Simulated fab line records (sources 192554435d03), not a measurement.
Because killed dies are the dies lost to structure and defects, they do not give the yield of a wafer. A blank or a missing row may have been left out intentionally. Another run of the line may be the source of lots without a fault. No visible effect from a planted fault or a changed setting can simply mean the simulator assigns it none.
fab line records / flow n5_finfet
[record] lots = 13 wafers = 36 last_day = 17
route steps=1938 shown BEOL_M4@1088 BEOL_M5@1118
lots untouched by any fault: they come from a run of this same line in which no faults occurred
start_h: the number of hours between the record's first day and the start of the first shown wafer of the lot / wait_h: hours since the lot's step before / " unchanged from the row above / L1.1+2: one row covering several wafers at once / - value missing, or start not given / * or withheld: withheld / < > ~ a bound
route shown NAME@n: a module of which the file shows steps, and the number in the route of the first / usual: mean/standard deviation of fault-free wafers / same: alike in all rows / chamber/n: place in a boat / sites: per-site readings / _std_site: their standard deviation / _edge_site: the outer-site mean with the inner-site mean subtracted / radius_mm: for every site, how far away it sits from the centre of the wafer / mask NAME#n: copy n / behind: the last tool/chamber to shape the wafer / hold: why the lot was held/for how many hours/how that ended / device: whichever transistor did not switch (one of n, p or np) / end of line: at the end of the route, the tests of the same wafers / a step without rows: its recipe alone / killed: not the wafer's yield, but the dies lost to structure and defects at the first sort / map: shows each die of a wafer: x if killed, . if not, _ if none is there
set.NAME: the setting as run; set.NAME@STEP: as run at that earlier step / model.NAME: the simulator's own value behind a step, which no gauge read
steps of the route over a sample of lots; a table a step, a row a wafer
services: a tool's chamber out of use, with start hour (start_h, from the record's first day; less than 0 if before it), hours out, and reason
[[steps]]
[step N5_BEOL_M4_SPUTTER_81]
[recipe] material = Cu target_thk_a = 45 temp_c = -20 chamber_pressure_pa = 0.07 power_w = withheld time_s = 8.29
[usual] substrate_temp_c = -20.00/0.1 throttle_valve_pct = 29.7/1.3
lot.wafer=L299.1 tool=pvd_sputter-03 chamber=- start_h=166.97 wait_h=0.1 substrate_temp_c=-20.11 throttle_valve_pct=28.2
lot.wafer=L299.2 tool=pvd_sputter-03 chamber=- start_h=166.97 wait_h=0.1 substrate_temp_c=-19.96 throttle_valve_pct=28.8
lot.wafer=L299.3 tool=pvd_sputter-03 chamber=- start_h=166.97 wait_h=0.1 substrate_temp_c=-20.05 throttle_valve_pct=30.7
lot.wafer=L303.1 tool=pvd_sputter-02 chamber=- start_h=195.69 wait_h=0.1 substrate_temp_c=-20.17 throttle_valve_pct=30.9
lot.wafer=L303.5 tool=pvd_sputter-02 chamber=- start_h=195.69 wait_h=0.1 substrate_temp_c=-20.01 throttle_valve_pct=30.8
lot.wafer=L303.6 tool=pvd_sputter-02 chamber=- start_h=195.69 wait_h=0.1 substrate_temp_c=-20.17 throttle_valve_pct=30.9
lot.wafer=L304.1 tool=pvd_sputter-03 chamber=- start_h=196.10 wait_h=0.1 substrate_temp_c=-20.22 throttle_valve_pct=28.1
lot.wafer=L304.3 tool=pvd_sputter-03 chamber=- start_h=196.10 wait_h=0.1 substrate_temp_c=-19.85 throttle_valve_pct=30.8
lot.wafer=L304.5 tool=pvd_sputter-03 chamber=- start_h=196.10 wait_h=0.1 substrate_temp_c=-20.00 throttle_valve_pct=28.2
lot.wafer=L305.2 tool=pvd_sputter-03 chamber=- start_h=205.04 wait_h=0.1 substrate_temp_c=-20.08 throttle_valve_pct=31.0
lot.wafer=L305.3 tool=pvd_sputter-03 chamber=- start_h=205.04 wait_h=0.1 substrate_temp_c=-20.15 throttle_valve_pct=28.8
lot.wafer=L305.6 tool=pvd_sputter-03 chamber=- start_h=205.04 wait_h=0.1 substrate_temp_c=-19.90 throttle_valve_pct=28.6
lot.wafer=L306.1 tool=pvd_sputter-01 chamber=- start_h=205.36 wait_h=0.1 substrate_temp_c=-19.84 throttle_valve_pct=31.6
lot.wafer=L306.3 tool=pvd_sputter-01 chamber=- start_h=205.36 wait_h=0.1 substrate_temp_c=-19.93 throttle_valve_pct=30.7
lot.wafer=L309.1 tool=pvd_sputter-01 chamber=- start_h=237.83 wait_h=0.1 substrate_temp_c=-19.90 throttle_valve_pct=29.0
lot.wafer=L309.5 tool=pvd_sputter-01 chamber=- start_h=237.83 wait_h=0.1 substrate_temp_c=-19.88 throttle_valve_pct=29.0
lot.wafer=L309.6 tool=pvd_sputter-01 chamber=- start_h=237.83 wait_h=0.1 substrate_temp_c=-19.96 throttle_valve_pct=27.6
lot.wafer=L313.2 tool=pvd_sputter-01 chamber=- start_h=246.98 wait_h=0.1 substrate_temp_c=-20.16 throttle_valve_pct=29.2
lot.wafer=L312.2 tool=pvd_sputter-02 chamber=- start_h=249.23 wait_h=0.1 substrate_temp_c=-20.02 throttle_valve_pct=30.9
lot.wafer=L312.3 tool=pvd_sputter-02 chamber=- start_h=249.23 wait_h=0.1 substrate_temp_c=-20.04 throttle_valve_pct=31.0
lot.wafer=L312.5 tool=pvd_sputter-02 chamber=- start_h=249.23 wait_h=0.1 substrate_temp_c=-20.09 throttle_valve_pct=31.1
lot.wafer=L316.1 tool=pvd_sputter-01 chamber=- start_h=273.21 wait_h=0.1 substrate_temp_c=-19.93 throttle_valve_pct=31.8
lot.wafer=L316.3 tool=pvd_sputter-01 chamber=- start_h=273.21 wait_h=0.1 substrate_temp_c=-19.90 throttle_valve_pct=30.2
lot.wafer=L316.6 tool=pvd_sputter-01 chamber=- start_h=273.21 wait_h=0.1 substrate_temp_c=-20.01 throttle_valve_pct=31.7
lot.wafer=L319.2 tool=pvd_sputter-01 chamber=- start_h=282.84 wait_h=0.1 substrate_temp_c=-20.01 throttle_valve_pct=29.1
lot.wafer=L319.5 tool=pvd_sputter-01 chamber=- start_h=282.84 wait_h=0.1 substrate_temp_c=-19.95 throttle_valve_pct=29.1
lot.wafer=L319.6 tool=pvd_sputter-01 chamber=- start_h=282.84 wait_h=0.1 substrate_temp_c=-20.00 throttle_valve_pct=31.9
lot.wafer=L321.4 tool=pvd_sputter-01 chamber=- start_h=299.50 wait_h=0.1 substrate_temp_c=-19.91 throttle_valve_pct=30.6
lot.wafer=L321.5 tool=pvd_sputter-01 chamber=- start_h=299.50 wait_h=0.1 substrate_temp_c=-19.96 throttle_valve_pct=29.1
lot.wafer=L321.6 tool=pvd_sputter-01 chamber=- start_h=299.50 wait_h=0.1 substrate_temp_c=-20.17 throttle_valve_pct=31.6
lot.wafer=L320.1 tool=pvd_sputter-03 chamber=- start_h=299.99 wait_h=0.1 substrate_temp_c=-19.96 throttle_valve_pct=28.3
lot.wafer=L320.2 tool=pvd_sputter-03 chamber=- start_h=299.99 wait_h=0.1 substrate_temp_c=-19.90 throttle_valve_pct=28.5
lot.wafer=L320.4 tool=pvd_sputter-03 chamber=- start_h=299.99 wait_h=0.1 substrate_temp_c=-20.10 throttle_valve_pct=30.7
lot.wafer=L322.1 tool=pvd_sputter-02 chamber=- start_h=303.71 wait_h=0.1 substrate_temp_c=-19.94 throttle_valve_pct=31.0
lot.wafer=L322.2 tool=pvd_sputter-02 chamber=- start_h=303.71 wait_h=0.1 substrate_temp_c=-19.90 throttle_valve_pct=31.0
lot.wafer=L322.6 tool=pvd_sputter-02 chamber=- start_h=303.71 wait_h=0.1 substrate_temp_c=-19.89 throttle_valve_pct=30.9
[step N5_BEOL_M4_CO_CAP_55]
[recipe] material = Co target_thk_a = 20 temp_c = 200 precursor = CCTBA/H2 pressure_torr = 30 time_s = 102.1
[usual] heater_power_w = 233/15
lot.wafer=L299.1 tool=cvd_co-02 chamber=1 start_h=169.15 wait_h=0.0 heater_power_w=217
lot.wafer=L299.2 tool=cvd_co-02 chamber=2 start_h=169.15 wait_h=0.0 heater_power_w=242
lot.wafer=L299.3 tool=cvd_co-02 chamber=0 start_h=169.15 wait_h=0.0 heater_power_w=221
lot.wafer=L303.1 tool=cvd_co-01 chamber=0 start_h=197.87 wait_h=0.0 heater_power_w=216
lot.wafer=L303.5 tool=cvd_co-01 chamber=2 start_h=197.87 wait_h=0.0 heater_power_w=256
lot.wafer=L303.6 tool=cvd_co-01 chamber=0 start_h=197.87 wait_h=0.0 heater_power_w=211
lot.wafer=L304.1 tool=cvd_co-01 chamber=2 start_h=198.28 wait_h=0.0 heater_power_w=249
lot.wafer=L304.3 tool=cvd_co-01 chamber=0 start_h=198.28 wait_h=0.0 heater_power_w=211
lot.wafer=L304.5 tool=cvd_co-01 chamber=0 start_h=198.28 wait_h=0.0 heater_power_w=208
lot.wafer=L305.2 tool=cvd_co-01 chamber=2 start_h=207.22 wait_h=0.0 heater_power_w=256
lot.wafer=L305.3 tool=cvd_co-01 chamber=0 start_h=207.22 wait_h=0.0 heater_power_w=214
lot.wafer=L305.6 tool=cvd_co-01 chamber=0 start_h=207.22 wait_h=0.0 heater_power_w=210
lot.wafer=L306.1 tool=cvd_co-01 chamber=0 start_h=207.54 wait_h=0.0 heater_power_w=209
lot.wafer=L306.3 tool=cvd_co-01 chamber=1 start_h=207.54 wait_h=0.0 heater_power_w=248
lot.wafer=L309.1 tool=cvd_co-01 chamber=1 start_h=240.22 wait_h=0.0 heater_power_w=243
lot.wafer=L309.5 tool=cvd_co-01 chamber=0 start_h=240.22 wait_h=0.0 heater_power_w=211
lot.wafer=L309.6 tool=cvd_co-01 chamber=2 start_h=240.22 wait_h=0.0 heater_power_w=255
lot.wafer=L313.2 tool=cvd_co-02 chamber=0 start_h=249.28 wait_h=0.0 heater_power_w=224
lot.wafer=L312.2 tool=cvd_co-02 chamber=1 start_h=251.41 wait_h=0.0 heater_power_w=222
lot.wafer=L312.3 tool=cvd_co-02 chamber=0 start_h=251.41 wait_h=0.0 heater_power_w=222
lot.wafer=L312.5 tool=cvd_co-02 chamber=1 start_h=251.41 wait_h=0.0 heater_power_w=219
lot.wafer=L316.1 tool=cvd_co-01 chamber=1 start_h=275.64 wait_h=0.0 heater_power_w=240
lot.wafer=L316.3 tool=cvd_co-01 chamber=2 start_h=275.64 wait_h=0.0 heater_power_w=254
lot.wafer=L316.6 tool=cvd_co-01 chamber=0 start_h=275.64 wait_h=0.0 heater_power_w=213
lot.wafer=L319.2 tool=cvd_co-02 chamber=2 start_h=285.03 wait_h=0.0 heater_power_w=242
lot.wafer=L319.5 tool=cvd_co-02 chamber=0 start_h=285.03 wait_h=0.0 heater_power_w=221
lot.wafer=L319.6 tool=cvd_co-02 chamber=1 start_h=285.03 wait_h=0.0 heater_power_w=222
lot.wafer=L321.4 tool=cvd_co-02 chamber=0 start_h=301.94 wait_h=0.0 heater_power_w=222
lot.wafer=L321.5 tool=cvd_co-02 chamber=2 start_h=301.94 wait_h=0.0 heater_power_w=238
lot.wafer=L321.6 tool=cvd_co-02 chamber=1 start_h=301.94 wait_h=0.0 heater_power_w=226
lot.wafer=L320.1 tool=cvd_co-01 chamber=0 start_h=302.17 wait_h=0.0 heater_power_w=210
lot.wafer=L320.2 tool=cvd_co-01 chamber=1 start_h=302.17 wait_h=0.0 heater_power_w=244
lot.wafer=L320.4 tool=cvd_co-01 chamber=0 start_h=302.17 wait_h=0.0 heater_power_w=222
lot.wafer=L322.1 tool=cvd_co-02 chamber=0 start_h=305.90 wait_h=0.0 heater_power_w=226
lot.wafer=L322.2 tool=cvd_co-02 chamber=2 start_h=305.90 wait_h=0.0 heater_power_w=240
lot.wafer=L322.6 tool=cvd_co-02 chamber=1 start_h=305.90 wait_h=0.0 heater_power_w=220
[step N5_BEOL_M5_COAT_60]
[recipe] resist = SiARC temp_c = 220 time_s = 60 spin_rpm = 1500 resist_thk_nm = 12
[usual] plate_temp_C = 220.00/0.17 run_length_s = 66.22/0.15 spin_speed_rpm = 1500.0/1.1
lot.wafer=L299.1 tool=litho_track-05 chamber=0 start_h=171.83 wait_h=- plate_temp_C=219.70 run_length_s=66.30 spin_speed_rpm=1499.9
lot.wafer=L299.2 tool=litho_track-05 chamber=0 start_h=171.83 wait_h=- plate_temp_C=219.87 run_length_s=66.45 spin_speed_rpm=1498.9
lot.wafer=L299.3 tool=litho_track-05 chamber=0 start_h=171.83 wait_h=- plate_temp_C=219.93 run_length_s=66.35 spin_speed_rpm=1500.3
lot.wafer=L303.1 tool=litho_track-02 chamber=0 start_h=200.17 wait_h=- plate_temp_C=219.90 run_length_s=66.04 spin_speed_rpm=1500.6
lot.wafer=L303.5 tool=litho_track-02 chamber=0 start_h=200.17 wait_h=- plate_temp_C=219.87 run_length_s=66.23 spin_speed_rpm=1500.5
lot.wafer=L303.6 tool=litho_track-02 chamber=0 start_h=200.17 wait_h=- plate_temp_C=219.92 run_length_s=66.22 spin_speed_rpm=1499.3
lot.wafer=L304.1 tool=litho_track-02 chamber=0 start_h=200.67 wait_h=- plate_temp_C=219.75 run_length_s=66.02 spin_speed_rpm=1501.3
lot.wafer=L304.3 tool=litho_track-02 chamber=0 start_h=200.67 wait_h=- plate_temp_C=219.56 run_length_s=66.28 spin_speed_rpm=1500.8
lot.wafer=L304.5 tool=litho_track-02 chamber=0 start_h=200.67 wait_h=- plate_temp_C=219.96 run_length_s=66.01 spin_speed_rpm=1500.8
lot.wafer=L305.2 tool=litho_track-02 chamber=0 start_h=210.61 wait_h=- plate_temp_C=220.07 run_length_s=66.13 spin_speed_rpm=1500.0
lot.wafer=L305.3 tool=litho_track-02 chamber=0 start_h=210.61 wait_h=- plate_temp_C=220.06 run_length_s=66.08 spin_speed_rpm=1499.7
lot.wafer=L305.6 tool=litho_track-02 chamber=0 start_h=210.61 wait_h=- plate_temp_C=219.97 run_length_s=66.00 spin_speed_rpm=1500.9
lot.wafer=L306.1 tool=litho_track-02 chamber=0 start_h=210.63 wait_h=- plate_temp_C=219.93 run_length_s=66.00 spin_speed_rpm=1499.4
lot.wafer=L306.3 tool=litho_track-02 chamber=0 start_h=210.63 wait_h=- plate_temp_C=219.78 run_length_s=73.49 spin_speed_rpm=1500.2
lot.wafer=L309.1 tool=litho_track-02 chamber=0 start_h=243.94 wait_h=- plate_temp_C=219.97 run_length_s=66.07 spin_speed_rpm=1498.2
lot.wafer=L309.5 tool=litho_track-02 chamber=0 start_h=243.94 wait_h=- plate_temp_C=219.96 run_length_s=66.47 spin_speed_rpm=1498.7
lot.wafer=L309.6 tool=litho_track-02 chamber=0 start_h=243.94 wait_h=- plate_temp_C=220.04 run_length_s=73.35 spin_speed_rpm=1499.2
lot.wafer=L313.2 tool=litho_track-02 chamber=0 start_h=253.82 wait_h=- plate_temp_C=219.98 run_length_s=66.01 spin_speed_rpm=1499.5
lot.wafer=L312.2 tool=litho_track-03 chamber=0 start_h=254.08 wait_h=- plate_temp_C=220.08 run_length_s=66.50 spin_speed_rpm=1499.5
lot.wafer=L312.3 tool=litho_track-03 chamber=0 start_h=254.08 wait_h=- plate_temp_C=220.04 run_length_s=66.46 spin_speed_rpm=1500.3
lot.wafer=L312.5 tool=litho_track-03 chamber=0 start_h=254.08 wait_h=- plate_temp_C=220.08 run_length_s=66.33 spin_speed_rpm=1500.1
lot.wafer=L316.1 tool=litho_track-03 chamber=0 start_h=280.40 wait_h=- plate_temp_C=220.20 run_length_s=66.20 spin_speed_rpm=1501.7
lot.wafer=L316.3 tool=litho_track-03 chamber=0 start_h=280.40 wait_h=- plate_temp_C=219.91 run_length_s=66.19 spin_speed_rpm=1502.5
lot.wafer=L316.6 tool=litho_track-03 chamber=0 start_h=280.40 wait_h=- plate_temp_C=220.01 run_length_s=66.44 spin_speed_rpm=1501.4
lot.wafer=L319.2 tool=litho_track-05 chamber=0 start_h=288.43 wait_h=- plate_temp_C=220.03 run_length_s=66.26 spin_speed_rpm=1502.8
lot.wafer=L319.5 tool=litho_track-05 chamber=0 start_h=288.43 wait_h=- plate_temp_C=219.86 run_length_s=66.21 spin_speed_rpm=1503.2
lot.wafer=L319.6 tool=litho_track-05 chamber=0 start_h=288.43 wait_h=- plate_temp_C=219.73 run_length_s=66.38 spin_speed_rpm=1503.6
lot.wafer=L320.1 tool=litho_track-03 chamber=0 start_h=305.23 wait_h=- plate_temp_C=219.82 run_length_s=66.46 spin_speed_rpm=1500.4
lot.wafer=L320.2 tool=litho_track-03 chamber=0 start_h=305.23 wait_h=- plate_temp_C=219.98 run_length_s=66.26 spin_speed_rpm=1500.9
lot.wafer=L320.4 tool=litho_track-03 chamber=0 start_h=305.23 wait_h=- plate_temp_C=219.97 run_length_s=66.23 spin_speed_rpm=1500.4
lot.wafer=L321.4 tool=litho_track-02 chamber=0 start_h=305.24 wait_h=- plate_temp_C=220.05 run_length_s=66.07 spin_speed_rpm=1499.4
lot.wafer=L321.5 tool=litho_track-02 chamber=0 start_h=305.24 wait_h=- plate_temp_C=220.18 run_length_s=66.17 spin_speed_rpm=1500.8
lot.wafer=L321.6 tool=litho_track-02 chamber=0 start_h=305.24 wait_h=- plate_temp_C=219.95 run_length_s=66.06 spin_speed_rpm=1499.5
lot.wafer=L322.1 tool=litho_track-03 chamber=0 start_h=308.74 wait_h=- plate_temp_C=220.04 run_length_s=66.47 spin_speed_rpm=1499.8
lot.wafer=L322.2 tool=litho_track-03 chamber=0 start_h=308.74 wait_h=- plate_temp_C=220.06 run_length_s=66.45 spin_speed_rpm=1500.7
lot.wafer=L322.6 tool=litho_track-03 chamber=0 start_h=308.74 wait_h=- plate_temp_C=219.68 run_length_s=66.46 spin_speed_rpm=1499.0
[step N5_BEOL_M5_INSPECT_13]
[recipe] mode = adi inspect_instrument = brightfield
[usual] raw_defect_count = 404/90
lot.wafer=L299.1 tool=defect_inspect-02 chamber=- start_h=172.18 wait_h=0.1 raw_defect_count=367
lot.wafer=L299.2 tool=defect_inspect-02 chamber=- start_h=172.18 wait_h=0.1 raw_defect_count=347
lot.wafer=L299.3 tool=defect_inspect-02 chamber=- start_h=172.18 wait_h=0.1 raw_defect_count=340
lot.wafer=L303.1 tool=defect_inspect-02 chamber=- start_h=200.64 wait_h=0.1 raw_defect_count=464
lot.wafer=L303.5 tool=defect_inspect-02 chamber=- start_h=200.64 wait_h=0.1 raw_defect_count=437
lot.wafer=L303.6 tool=defect_inspect-02 chamber=- start_h=200.64 wait_h=0.1 raw_defect_count=535
lot.wafer=L304.1 tool=defect_inspect-01 chamber=- start_h=201.14 wait_h=0.1 raw_defect_count=515
lot.wafer=L304.3 tool=defect_inspect-01 chamber=- start_h=201.14 wait_h=0.1 raw_defect_count=519
lot.wafer=L304.5 tool=defect_inspect-01 chamber=- start_h=201.14 wait_h=0.1 raw_defect_count=477
lot.wafer=L305.2 tool=defect_inspect-02 chamber=- start_h=211.09 wait_h=0.0 raw_defect_count=352
lot.wafer=L305.3 tool=defect_inspect-02 chamber=- start_h=211.09 wait_h=0.0 raw_defect_count=313
lot.wafer=L305.6 tool=defect_inspect-02 chamber=- start_h=211.09 wait_h=0.0 raw_defect_count=316
lot.wafer=L306.1 tool=defect_inspect-01 chamber=- start_h=211.12 wait_h=0.1 raw_defect_count=391
lot.wafer=L306.3 tool=defect_inspect-01 chamber=- start_h=211.12 wait_h=0.1 raw_defect_count=342
lot.wafer=L309.1 tool=defect_inspect-02 chamber=- start_h=244.29 wait_h=0.1 raw_defect_count=289
lot.wafer=L309.5 tool=defect_inspect-02 chamber=- start_h=244.29 wait_h=0.1 raw_defect_count=288
lot.wafer=L309.6 tool=defect_inspect-02 chamber=- start_h=244.29 wait_h=0.1 raw_defect_count=292
lot.wafer=L313.2 tool=defect_inspect-02 chamber=- start_h=254.29 wait_h=0.0 raw_defect_count=371
lot.wafer=L312.2 tool=defect_inspect-01 chamber=- start_h=254.55 wait_h=0.0 raw_defect_count=259
lot.wafer=L312.3 tool=defect_inspect-01 chamber=- start_h=254.55 wait_h=0.0 raw_defect_count=238
lot.wafer=L312.5 tool=defect_inspect-01 chamber=- start_h=254.55 wait_h=0.0 raw_defect_count=232
lot.wafer=L316.1 tool=defect_inspect-02 chamber=- start_h=280.75 wait_h=0.1 raw_defect_count=467
lot.wafer=L316.3 tool=defect_inspect-02 chamber=- start_h=280.75 wait_h=0.1 raw_defect_count=275
lot.wafer=L316.6 tool=defect_inspect-02 chamber=- start_h=280.75 wait_h=0.1 raw_defect_count=443
lot.wafer=L319.2 tool=defect_inspect-01 chamber=- start_h=288.91 wait_h=0.0 raw_defect_count=351
lot.wafer=L319.5 tool=defect_inspect-01 chamber=- start_h=288.91 wait_h=0.0 raw_defect_count=307
lot.wafer=L319.6 tool=defect_inspect-01 chamber=- start_h=288.91 wait_h=0.0 raw_defect_count=279
lot.wafer=L320.1 tool=defect_inspect-01 chamber=- start_h=305.71 wait_h=0.1 raw_defect_count=302
lot.wafer=L320.2 tool=defect_inspect-01 chamber=- start_h=305.71 wait_h=0.1 raw_defect_count=272
lot.wafer=L320.4 tool=defect_inspect-01 chamber=- start_h=305.71 wait_h=0.1 raw_defect_count=426
lot.wafer=L321.4 tool=defect_inspect-01 chamber=- start_h=305.88 wait_h=0.0 raw_defect_count=353
lot.wafer=L321.5 tool=defect_inspect-01 chamber=- start_h=305.88 wait_h=0.0 raw_defect_count=562
lot.wafer=L321.6 tool=defect_inspect-01 chamber=- start_h=305.88 wait_h=0.0 raw_defect_count=476
lot.wafer=L322.1 tool=defect_inspect-02 chamber=- start_h=309.22 wait_h=0.1 raw_defect_count=373
lot.wafer=L322.2 tool=defect_inspect-02 chamber=- start_h=309.22 wait_h=0.1 raw_defect_count=526
lot.wafer=L322.6 tool=defect_inspect-02 chamber=- start_h=309.22 wait_h=0.1 raw_defect_count=530
[[services]]
tool=pvd_sputter-01 chamber=- start_h=143.08 hours=4.3 kind=repair
tool=cvd_co-02 chamber=- start_h=209.75 hours=6.0 kind=pm
tool=litho_track-03 chamber=- start_h=218.19 hours=- kind=consumable_replace:filter
tool=cvd_co-02 chamber=- start_h=258.29 hours=2.3 kind=repair
tool=cvd_co-02 chamber=- start_h=276.57 hours=2.8 kind=pm
tool=pvd_sputter-03 chamber=- start_h=279.46 hours=4.2 kind=repair
tool=cvd_co-02 chamber=1 start_h=306.79 hours=15.7 kind=repair
[[key]]
[first_sign] step = N5_BEOL_M5_COAT_60 reading = run_length_s direction = up sigmas = 49 usual = * struck = *
effect none on later readings
met_at N5_BEOL_M5_COAT_60
struck_lots L306,L309
struck_wafers L306.3,L309.6
not_acting_at N5_BEOL_M4_SPUTTER_81,N5_BEOL_M4_CO_CAP_55,N5_BEOL_M5_INSPECT_13
onset_between 210.61 210.63
[fault] kind = process_parameter_drift tool = litho_track-02 chamber = - onset_h = 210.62 steps = N5_BEOL_M5_COAT_60 channel = time_s offset = * shape = step end_h = 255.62 scope = struck_wafers_only acts_in = * stated = *
